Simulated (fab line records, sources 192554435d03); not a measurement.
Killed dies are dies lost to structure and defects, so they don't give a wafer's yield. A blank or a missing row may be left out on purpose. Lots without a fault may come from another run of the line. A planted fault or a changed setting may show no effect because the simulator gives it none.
Chamber matching | flow n5_finfet | N5_BEOL_M13_ETCH_67 on rie_diel-03: 4 sister chambers
The step etches SiARC in CF4, target depth 143 nm, time 238.3 s. 4 wafers are shown with their chamber, then 12 later ones without.

WAFERS WITH THEIR CHAMBER
wafer  | chamber | drypump_motor_current_A (A)
L089.2 | 2       | 5.8
L089.3 | 3       | 6.5
L089.5 | 0       | 6.0
L089.6 | 1       | 6.6

WAFERS WITHOUT THEIR CHAMBER
wafer  | drypump_motor_current_A (A)
L093.3 | 6.5
L093.5 | 6.1
L093.6 | 6.6
L094.2 | 6.5
L094.3 | 5.8
L094.6 | 6.6
L097.2 | 5.8
L097.3 | 6.0
L097.6 | 6.6
L096.4 | 5.8
L096.5 | 6.0
L096.6 | 6.5

WHICH CHAMBER EACH WENT THROUGH
wafer  | from the rows above | in truth
L093.3 | 3                   | 3
L093.5 | 0                   | 0
L093.6 | 1                   | 1
L094.2 | 3                   | 3
L094.3 | 2                   | 2
L094.6 | 1                   | 1
L097.2 | 2                   | 2
L097.3 | 0                   | 0
L097.6 | 1                   | 1
L096.4 | 2                   | 2
L096.5 | 0                   | 0
L096.6 | 3                   | 3
Placed correctly: 12 of 12. Can't be placed from these rows: 0. Placed wrongly: 0.
How it was worked out, from the rows above alone: a wafer's distance from a chamber is the root of the sum, over the readings, of the square of ((its reading less the chamber's mean) divided by the reading's scatter). The wafer belongs to the nearest chamber; if the next one is less than 2 further off, it can't be placed. A chamber's mean is the mean of its shown wafers. The scatter: with one shown wafer a chamber, the root of the mean of the squares of how far each hidden wafer lies from its nearest shown one.
